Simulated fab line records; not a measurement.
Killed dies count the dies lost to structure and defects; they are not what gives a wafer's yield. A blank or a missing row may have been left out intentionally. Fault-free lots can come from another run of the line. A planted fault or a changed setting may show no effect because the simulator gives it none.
fab line records	flow nand-harc
record: lots: 5	wafers: 15	last-day: 32
route steps=1302 shown A_M0@1140
lots that met no fault: taken from a fault-free run of the same line
start-h: the number of hours between the record's first day and the start of the first shown wafer of the lot	wait-h: time in hours since the lot's previous step	" identical to the entry in the row above	L1.1+2: a single row standing in for several wafers	- value missing, or start not given	* or withheld: withheld	< > ~ a bound
route shown NAME@n: names a module that has steps shown in the file, with the first one's number in the route	usual: mean and standard deviation over wafers with no fault	same: alike in all rows	chamber/n: place in a boat	sites: each site's reading	_std_site: standard deviation across them	_edge_site: outer sites' mean less inner sites'	radius-mm: how far each site lies from the wafer's centre	mask NAME#n: copy n	behind: tool/chamber where the wafer was last shaped	hold: why the lot was held/for how many hours/how that ended	device: names the non-switching transistor (n, p or np)	end of line: tests run on the same wafers once the route is complete	a step with no rows: only its recipe	killed: not the wafer's yield, but the dies lost to structure and defects at the first sort	map: dies across one wafer; x = killed, . = not, _ = none there
set.NAME: the setting that was run; set.NAME@STEP: the one run at that earlier step	model.NAME: the simulator's own value behind a step, which no gauge read
lots at some steps of the route; a table a step, a row a wafer
services: when a tool's chamber went out of use (start-h, in hours from the record's first day, below 0 if earlier), for how many hours, and the reason
== steps ==
step: NHARC_A_M0_COAT_33
recipe: temp-c: 200	time-s: 65
lot.wafer	tool	chamber	start-h	wait-h
L074.1+2+3	litho-track-06	0	-	-
L076.1+3+5	litho-track-06	0	-	-
L078.1+5+6	litho-track-04	0	-	-
L080.1+3+4	litho-track-01	0	-	-
L094.2+3+6	litho-track-04	0	-	-
step: NHARC_A_M0_COAT_03
recipe: spin-rpm: 1500	resist-thk-nm: 90
lot.wafer	tool	chamber	start-h	wait-h
L074.1+2+3	litho-track-06	0	-	-
L076.1+3+5	litho-track-06	0	-	-
L078.1+5+6	litho-track-04	0	-	-
L080.1+3+4	litho-track-01	0	-	-
L094.2+3+6	litho-track-04	0	-	-
step: NHARC_A_M0_SOFTBAKE_04
recipe: temp-c: 105	time-s: 55
lot.wafer	tool	chamber	start-h	wait-h
L074.1+2+3	litho-track-06	0	-	-
L076.1+3+5	litho-track-06	0	-	-
L078.1+5+6	litho-track-04	0	-	-
L080.1+3+4	litho-track-01	0	-	-
L094.2+3+6	litho-track-04	0	-	-
step: NHARC_A_M0_EBR_05
lot.wafer	tool	chamber	start-h	wait-h
L074.1+2+3	litho-track-06	0	-	-
L076.1+3+5	litho-track-06	0	-	-
L078.1+5+6	litho-track-04	0	-	-
L080.1+3+4	litho-track-01	0	-	-
L094.2+3+6	litho-track-04	0	-	-
step: NHARC_A_M0_EXPOSE_06
recipe: na: 1.35	target-cd-nm: 80	dose-mj: 83.25	mask-id: A_M0
lot.wafer	tool	chamber	start-h	wait-h	mask
L074.1+2+3	arfi-scanner-03	0	522.68	-	A_M0#0
L076.1+3+5	arfi-scanner-01	0	538.29	-	A_M0#0
L078.1+5+6	arfi-scanner-01	0	550.20	-	A_M0#0
L080.1+3+4	arfi-scanner-03	0	581.32	-	A_M0#0
L094.2+3+6	arfi-scanner-01	0	714.74	-	A_M0#0
step: NHARC_A_M0_PEB_07
recipe: peb-temp-c: 100	peb-time-s: 65
lot.wafer	tool	chamber	start-h	wait-h
L074.1+2+3	litho-track-01	0	522.74	0.1
L076.1+3+5	litho-track-06	0	538.35	0.1
L078.1+5+6	litho-track-06	0	550.26	0.1
L080.1+3+4	litho-track-04	0	581.38	0.1
L094.2+3+6	litho-track-06	0	714.79	0.1
step: NHARC_A_M0_DEVELOP_08
recipe: develop-time-s: 35	dev-temp-c: 23
lot.wafer	tool	chamber	start-h	wait-h
L074.1+2+3	litho-track-01	0	-	-
L076.1+3+5	litho-track-06	0	-	-
L078.1+5+6	litho-track-06	0	-	-
L080.1+3+4	litho-track-04	0	-	-
L094.2+3+6	litho-track-06	0	-	-
step: NHARC_A_M0_CD_MEAS_09
recipe: target-cd-nm: 80	landing-energy-ev: 500
usual: cd-nm: 80.0/0.57
lot.wafer	tool	chamber	start-h	wait-h	cd-nm
L074.1	cd-sem-03	0	522.82	-	78.9
L074.2	"	0	"	"	78.9
L074.3	"	0	"	"	79.9
L076.1	cd-sem-02	0	538.43	-	78.9
L076.3	"	0	"	"	79.1
L076.5	"	0	"	"	79.7
L078.1	cd-sem-03	0	550.34	-	80.5
L078.5	"	0	"	"	80.3
L078.6	"	0	"	"	81.1
L080.1	cd-sem-01	0	581.46	-	79.9
L080.3	"	0	"	"	79.4
L080.4	"	0	"	"	80.0
L094.2	cd-sem-02	0	714.88	-	80.9
L094.3	"	0	"	"	80.3
L094.6	"	0	"	"	80.3
step: NHARC_A_M0_OVL_MEAS_10
recipe: pitch-nm: 160
usual: overlay-x-nm: 0.1/0.87	overlay-y-nm: -0.1/0.91
lot.wafer	tool	chamber	start-h	wait-h	overlay-x-nm	overlay-y-nm
L074.1	overlay-01	-	522.90	-	0.5	-0.4
L074.2	"	-	"	"	0.1	-0.2
L074.3	"	-	"	"	0.8	-0.6
L076.1	overlay-01	-	538.52	-	0.1	1.3
L076.3	"	-	"	"	-0.2	1.4
L076.5	"	-	"	"	0.1	0.9
L078.1	overlay-01	-	550.43	-	1.9	0.0
L078.5	"	-	"	"	1.6	-1.0
L078.6	"	-	"	"	1.3	-0.4
L080.1	overlay-01	-	581.55	-	-0.7	-0.3
L080.3	"	-	"	"	-0.3	0.0
L080.4	"	-	"	"	-0.3	-0.3
L094.2	overlay-02	-	714.97	-	1.1	1.1
L094.3	"	-	"	"	1.0	1.8
L094.6	"	-	"	"	0.7	1.3
step: NHARC_A_M0_INSPECT_11
usual: raw-defect-count: 80/35
lot.wafer	tool	chamber	start-h	wait-h	raw-defect-count
L074.1	defect-inspect-01	-	522.94	0.0	105
L074.2	"	-	"	"	87
L074.3	"	-	"	"	75
L076.1	defect-inspect-02	-	538.56	0.0	29
L076.3	"	-	"	"	26
L076.5	"	-	"	"	23
L078.1	defect-inspect-01	-	550.47	0.0	158
L078.5	"	-	"	"	166
L078.6	"	-	"	"	143
L080.1	defect-inspect-02	-	581.59	0.0	103
L080.3	"	-	"	"	121
L080.4	"	-	"	"	101
L094.2	defect-inspect-01	-	715.00	0.0	86
L094.3	"	-	"	"	80
L094.6	"	-	"	"	84
step: NHARC_A_M0_DESCUM_14
recipe: time-s: 3	o2-flow-sccm: 200	ar-flow-sccm: 0	bias-power-w: 0	chemistry: O2
usual: drypump-motor-current-A: 5.7/0.47	oes-product-au: 0.993/0.0097	rf-vpp-V: 57.9/0.86	showerhead-plenum-p-Torr: 1.93/0.069	throttle-valve-pct: 11.311/0.0093
lot.wafer	tool	chamber	start-h	wait-h	drypump-motor-current-A	oes-product-au	rf-hours-counter-h	rf-vpp-V	showerhead-plenum-p-Torr	throttle-valve-pct
L074.1	rie-diel-02	0	523.00	0.1	5.1	0.989	6	57.8	1.88	11.299
L074.2	"	1	"	"	5.6	1.005	5	60.2	2.00	11.301
L074.3	"	2	"	"	6.1	0.995	6	57.9	1.95	11.328
L076.1	rie-diel-06	2	538.63	0.1	6.7	0.972	1	57.8	1.86	11.298
L076.3	"	0	"	"	5.7	1.003	2	56.9	1.91	11.310
L076.5	"	2	"	"	6.7	0.984	-	56.5	1.86	11.314
L078.1	rie-diel-06	1	550.55	0.1	5.5	0.996	2	57.9	2.02	11.310
L078.5	"	3	"	"	5.8	0.984	-	57.6	1.99	11.320
L078.6	"	0	"	"	5.7	1.002	-	57.1	1.91	11.321
L080.3	rie-diel-02	1	581.65	0.1	5.6	0.985	0	57.9	2.00	11.302
L080.1	"	2	"	"	6.1	1.003	0	58.5	1.95	11.312
L080.4	"	0	"	"	5.1	0.993	0	58.1	1.88	11.298
L094.2	rie-diel-07	0	715.06	0.1	5.5	0.995	3	57.1	1.88	11.323
L094.3	"	3	"	"	6.2	0.996	3	56.2	1.93	11.334
L094.6	"	0	"	"	5.5	1.000	-	58.0	1.88	11.314
step: NHARC_A_M0_ETCH_34
recipe: target-depth-a: 400	overetch-a: 120	time-s: 43.94	ion-energy-ev: 200	n2-flow-sccm: 150	h2-flow-sccm: 150	ar-flow-sccm: 0	rf-w: 400	bias-w: 150	chemistry: N2/H2
usual: drypump-motor-current-A: 5.8/0.46	h2-flow-sccm: 150.0/0.42	oes-product-au: 0.997/0.012	rf-vpp-V: 431.0/2.2	showerhead-plenum-p-Torr: 2.06/0.077	throttle-valve-pct: 14.172/0.0082
lot.wafer	tool	chamber	start-h	wait-h	drypump-motor-current-A	h2-flow-sccm	oes-product-au	rf-hours-counter-h	rf-vpp-V	showerhead-plenum-p-Torr	throttle-valve-pct
L074.2	rie-diel-02	1	523.09	0.1	5.6	150.5	1.006	5	433.4	2.14	14.166
L074.3	"	3	"	"	5.6	149.1	0.998	6	428.7	1.93	14.165
L074.1	"	0	"	"	5.1	149.6	0.997	6	430.5	2.01	14.178
L076.1	rie-diel-06	0	538.70	0.1	5.7	149.8	1.000	2	430.4	2.04	14.171
L076.3	"	2	"	"	6.7	150.9	0.974	1	428.2	1.98	14.167
L076.5	"	1	"	"	5.5	150.7	1.000	-	433.6	2.15	14.177
L078.1	rie-diel-06	1	550.63	0.1	5.4	149.5	1.003	2	434.2	2.15	14.168
L078.5	"	2	"	"	6.7	150.0	0.988	-	430.4	1.98	14.169
L078.6	"	3	"	"	5.7	150.4	0.996	-	431.8	2.12	14.174
L080.1	rie-diel-02	2	581.74	0.1	6.1	149.9	1.009	0	431.8	2.08	14.165
L080.4	"	3	"	"	5.6	150.2	1.006	0	428.2	1.93	14.178
L080.3	"	1	"	"	5.6	149.9	1.001	0	433.2	2.14	14.184
L094.2	rie-diel-07	3	715.15	0.1	6.3	149.9	1.027	3	428.9	2.06	14.177
L094.3	"	0	"	"	5.5	150.1	0.996	3	430.0	2.00	14.175
L094.6	"	0	"	"	5.5	150.1	1.001	-	428.3	2.00	14.155
step: NHARC_A_M0_ETCH_15
recipe: target-depth-a: 1500	overetch-a: 150	time-s: 82.5	c4f8-flow-sccm: withheld	ar-flow-sccm: 400	rf-w: 600	bias-w: 300	chemistry: C4F8/Ar
usual: oes-product-au: 0.946/0.023	rf-vpp-V: 441.4/2.4
lot.wafer	tool	chamber	start-h	wait-h	oes-product-au	rf-hours-counter-h	rf-vpp-V
L074.2	rie-diel-02	3	-	-	0.979	7	437.6
L074.1	"	0	"	"	0.940	6	439.5
L074.3	"	2	"	"	0.986	6	441.8
L076.3	rie-diel-06	1	-	-	0.948	2	444.6
L076.1	"	3	"	"	0.957	1	441.6
L076.5	"	1	"	"	0.964	-	444.5
L078.1	rie-diel-06	2	-	-	0.961	2	440.7
L078.5	"	1	"	"	0.970	-	444.1
L078.6	"	2	"	"	0.970	-	438.5
L080.4	rie-diel-02	1	-	-	0.961	0	443.4
L080.1	"	3	"	"	0.985	0	437.4
L080.3	"	0	"	"	0.965	0	439.3
L094.3	rie-diel-07	0	-	-	0.951	4	440.1
L094.2	"	1	"	"	0.948	3	444.0
L094.6	"	3	"	"	0.975	-	441.3
step: NHARC_A_M0_CD_MEAS_16
usual: cd-nm: 80.0/0.7
lot.wafer	tool	chamber	start-h	wait-h	cd-nm
L074.1	cd-sem-02	-	523.30	-	78.4
L074.2	"	-	"	"	78.1
L074.3	"	-	"	"	80.1
L076.1	cd-sem-02	-	538.92	-	78.7
L076.3	"	-	"	"	78.7
L076.5	"	-	"	"	80.0
L078.1	cd-sem-01	-	550.83	-	80.3
L078.5	"	-	"	"	79.6
L078.6	"	-	"	"	80.5
L080.1	cd-sem-01	-	581.95	-	80.6
L080.3	"	-	"	"	78.9
L080.4	"	-	"	"	80.4
L094.2	cd-sem-03	-	715.36	-	81.5
L094.3	"	-	"	"	79.8
L094.6	"	-	"	"	81.1
step: NHARC_A_M0_STRIP_18
recipe: power-w: 1000	n2-flow-sccm: 150	h2-flow-sccm: 150	ar-flow-sccm: 0	bias-w: 0	chemistry: N2/H2
usual: drypump-motor-current-A: 5.7/0.42	h2-flow-sccm: 150.0/0.46	oes-product-au: 0.995/0.0095	rf-vpp-V: 90.8/0.94	showerhead-plenum-p-Torr: 2.06/0.075	throttle-valve-pct: 14.171/0.008
lot.wafer	tool	chamber	start-h	wait-h	drypump-motor-current-A	h2-flow-sccm	oes-product-au	rf-hours-counter-h	rf-vpp-V	showerhead-plenum-p-Torr	throttle-valve-pct
L074.2	rie-diel-02	3	523.38	0.1	5.6	150.5	1.000	6.6	89.2	1.93	14.182
L074.1	"	0	"	"	5.1	150.1	0.995	5.9	90.5	2.01	14.174
L074.3	"	2	"	"	6.1	150.1	1.013	5.9	91.1	2.08	14.155
L076.3	rie-diel-02	1	539.02	0.1	5.6	149.9	1.007	6.8	91.6	2.14	14.168
L076.1	"	3	"	"	5.6	150.3	1.007	7.5	89.5	1.93	14.170
L076.5	"	0	"	"	5.1	150.9	1.004	-	90.0	2.01	14.171
L078.1	rie-diel-06	0	550.98	0.1	5.7	149.9	1.002	2.3	89.5	2.04	14.164
L078.5	"	1	"	"	5.5	148.5	0.992	-	91.3	2.15	14.177
L078.6	"	2	"	"	6.7	149.7	0.980	-	89.8	1.98	14.171
L080.3	rie-diel-06	2	582.02	0.1	6.7	150.0	0.984	4.2	89.4	1.98	14.168
L080.1	"	0	"	"	5.7	149.2	1.005	4.2	92.2	2.04	14.179
L080.4	"	1	"	"	5.4	149.9	1.002	4.3	91.0	2.15	14.160
L094.3	rie-diel-06	1	715.46	0.1	5.4	150.1	0.987	1.9	89.7	2.15	14.175
L094.2	"	2	"	"	6.7	151.0	0.987	2.1	90.0	1.98	14.187
L094.6	"	1	"	"	5.4	150.1	0.982	-	90.8	2.15	14.165
step: NHARC_A_M0_STRIP_19
recipe: time-s: 600	temp-c: 30	chemistry: post-etch-residue-remover
lot.wafer	tool	chamber	start-h	wait-h
L074.3+1+2	wet-bench-05	2,6,7	523.65	-
L076.5+3+1	wet-bench-09	7,2,4	539.27	-
L078.6+5+1	wet-bench-09	6,7,0	551.19	-
L080.4+3+1	wet-bench-05	3,4,6	582.30	-
L094.3+2+6	wet-bench-07	0,4,5	715.71	-
step: NHARC_A_M0_DEGAS_28
recipe: temp-c: 250	time-s: 60
usual: heater-power-w: 340/25
lot.wafer	tool	chamber	start-h	wait-h	heater-power-w
L074.1	pvd-sputter-03	-	523.92	-	361
L074.3	"	-	"	"	334
L074.2	"	-	"	"	347
L076.3	pvd-sputter-02	-	539.54	-	360
L076.1	"	-	"	"	336
L076.5	"	-	"	"	362
L078.1	pvd-sputter-01	-	551.46	-	348
L078.6	"	-	"	"	316
L078.5	"	-	"	"	276
L080.4	pvd-sputter-02	-	582.57	-	325
L080.3	"	-	"	"	396
L080.1	"	-	"	"	329
L094.3	pvd-sputter-02	-	715.99	-	323
L094.2	"	-	"	"	355
L094.6	"	-	"	"	374
step: NHARC_A_M0_PRE_CLEAN_29
recipe: time-s: 30	temp-c: 280	gas: H2/He
usual: heater-power-w: 416/33
lot.wafer	tool	chamber	start-h	wait-h	heater-power-w
L074.2	pvd-sputter-03	-	-	-	424
L074.1	"	-	"	"	458
L074.3	"	-	"	"	386
L076.1	pvd-sputter-02	-	-	-	411
L076.3	"	-	"	"	438
L076.5	"	-	"	"	411
L078.1	pvd-sputter-01	-	-	-	341
L078.5	"	-	"	"	393
L078.6	"	-	"	"	335
L080.1	pvd-sputter-02	-	-	-	446
L080.3	"	-	"	"	418
L080.4	"	-	"	"	409
L094.3	pvd-sputter-02	-	-	-	391
L094.2	"	-	"	"	441
L094.6	"	-	"	"	460
step: NHARC_A_M0_PVD_20
recipe: target-thk-a: 50	bias-v: 168.6	power-w: 15000	chamber-pressure-pa: 0.12	time-s: 8.06	substrate-temp-c: 50	material: TaN
usual: throttle-valve-pct: 30.1/1
lot.wafer	tool	chamber	start-h	wait-h	throttle-valve-pct
L074.3	pvd-sputter-03	-	-	-	28.9
L074.1	"	-	"	"	29.7
L074.2	"	-	"	"	30.6
L076.1	pvd-sputter-02	-	-	-	28.8
L076.3	"	-	"	"	30.5
L076.5	"	-	"	"	29.5
L078.1	pvd-sputter-01	-	-	-	32.0
L078.6	"	-	"	"	30.3
L078.5	"	-	"	"	29.7
L080.3	pvd-sputter-02	-	-	-	29.0
L080.4	"	-	"	"	30.4
L080.1	"	-	"	"	30.1
L094.3	pvd-sputter-02	-	-	-	30.5
L094.2	"	-	"	"	30.3
L094.6	"	-	"	"	29.5
step: NHARC_A_M0_PVD_21
recipe: target-thk-a: 300	chamber-pressure-pa: 5	power-w: 5000	substrate-temp-c: 30	time-s: 20.49	material: Cu
usual: throttle-valve-pct: 30.1/1
lot.wafer	tool	chamber	start-h	wait-h	throttle-valve-pct
L074.3	pvd-sputter-03	-	-	-	31.1
L074.2	"	-	"	"	28.8
L074.1	"	-	"	"	30.9
L076.3	pvd-sputter-02	-	-	-	30.2
L076.1	"	-	"	"	28.9
L076.5	"	-	"	"	28.9
L078.1	pvd-sputter-01	-	-	-	29.4
L078.6	"	-	"	"	30.1
L078.5	"	-	"	"	30.0
L080.1	pvd-sputter-02	-	-	-	30.6
L080.4	"	-	"	"	30.5
L080.3	"	-	"	"	29.2
L094.3	pvd-sputter-02	-	-	-	30.3
L094.2	"	-	"	"	30.4
L094.6	"	-	"	"	29.8
step: NHARC_A_M0_ECD_22
recipe: target-thk-a: 4000	bath-temp-c: 25	material: Cu
lot.wafer	tool	chamber	start-h	wait-h
L074.2+1+3	ecd-cu-02	1,0,1	524.29	-
L076.1+3+5	ecd-cu-01	1,0,1	539.95	-
L078.1+5+6	ecd-cu-02	1,0,1	551.85	-
L080.1+3+4	ecd-cu-01	0,0,1	582.93	-
L094.2+3+6	ecd-cu-01	1	716.40	-
step: NHARC_A_M0_ANNEAL_30
recipe: temp-c: 225	time-s: 90
usual: wafer_temp_C_max: 226.4/0.32
lot.wafer	tool	chamber	start-h	wait-h	wafer_temp_C_max
L074.1	rtp-anneal-01	0	524.66	-	226.4
L074.2	"	0	"	"	226.0
L074.3	"	0	"	"	226.6
L076.1	rtp-anneal-02	0	540.29	0.3	226.4
L076.3	"	0	"	"	227.0
L076.5	"	0	"	"	226.8
L078.1	rtp-anneal-02	0	552.18	-	226.7
L078.5	"	0	"	"	226.1
L078.6	"	0	"	"	226.5
L080.1	rtp-anneal-02	0	583.34	-	226.9
L080.3	"	0	"	"	226.6
L080.4	"	0	"	"	226.3
L094.2	rtp-anneal-02	0	716.78	-	226.2
L094.3	"	0	"	"	226.3
L094.6	"	0	"	"	226.6
step: NHARC_A_M0_CMP_23
recipe: t-overpolish-s: 20	target-thk-nm: 113.75
usual: edge-zone-pressure-frac: 1.000/0.0051	motor-current-A: 11.9/1.4	time-to-endpoint-s: 27.8/2.5
lot.wafer	tool	chamber	start-h	wait-h	edge-zone-pressure-frac	motor-current-A	time-to-endpoint-s
L074.3	cmp-02	3	525.04	-	0.992	12.1	27.9
L074.1	"	0	"	"	1.002	10.4	28.6
L074.2	"	1	"	"	1.004	12.5	27.5
L076.3	cmp-01	1	540.63	-	1.010	15.6	33.7
L076.1	"	0	"	"	0.996	10.4	32.8
L076.5	"	1	"	"	1.006	15.2	34.7
L078.1	cmp-03	3	552.61	-	1.002	11.1	26.0
L078.5	"	0	"	"	1.001	10.4	27.7
L078.6	"	1	"	"	1.002	14.0	27.8
L080.1	cmp-01	0	583.68	-	0.999	10.3	26.3
L080.4	"	1	"	"	1.007	15.3	28.1
L080.3	"	2	"	"	0.997	12.5	28.5
L094.2	cmp-01	2	717.12	-	1.000	11.8	28.6
L094.3	"	3	"	"	1.000	11.7	25.5
L094.6	"	1	"	"	0.998	14.5	29.8
step: NHARC_A_M0_THK_MEAS_24
recipe: thk-meas-gauge: xrf
usual: thk-nm: 113.4/1.6
lot.wafer	tool	chamber	start-h	wait-h	thk-nm
L074.1	film-metro-02	-	525.32	-	112.6
L074.2	"	-	"	"	113.3
L074.3	"	-	"	"	115.2
L076.1	film-metro-02	-	540.95	-	113.3
L076.3	"	-	"	"	114.0
L076.5	"	-	"	"	113.1
L078.1	film-metro-02	-	552.84	-	114.4
L078.5	"	-	"	"	114.9
L078.6	"	-	"	"	115.3
L080.1	film-metro-01	-	584.00	-	113.4
L080.3	"	-	"	"	114.7
L080.4	"	-	"	"	112.5
L094.2	film-metro-01	-	717.38	-	113.8
L094.3	"	-	"	"	111.0
L094.6	"	-	"	"	112.7
== services ==
tool	chamber	start-h	hours	kind
litho-track-01	-	505.00	7.0	pm
ecd-cu-01	-	512.00	8.0	pm
pvd-sputter-03	-	526.02	10.0	pm
litho-track-06	-	529.00	7.0	pm
pvd-sputter-01	-	547.17	1.3	repair
litho-track-04	-	553.00	7.0	pm
pvd-sputter-01	-	554.22	0.9	repair
rie-diel-02	2	557.33	5.3	repair
rie-diel-02	-	571.02	9.0	pm
rie-diel-06	1	571.26	2.4	repair
pvd-sputter-03	-	576.19	3.6	repair
pvd-sputter-01	-	582.05	10.0	pm
rie-diel-06	3	615.60	3.8	repair
pvd-sputter-01	-	625.34	4.8	repair
rie-diel-02	1	628.68	13.2	repair
rie-diel-06	2	636.67	9.8	repair
pvd-sputter-02	-	638.00	10.0	pm
pvd-sputter-01	-	660.35	4.0	repair
rie-diel-06	-	661.20	9.0	pm
rie-diel-06	0	673.47	3.9	repair
rie-diel-02	3	677.17	7.0	repair
litho-track-01	-	680.00	7.0	pm
litho-track-06	-	704.00	7.0	pm
pvd-sputter-03	-	704.02	10.0	pm
== key ==
fault none
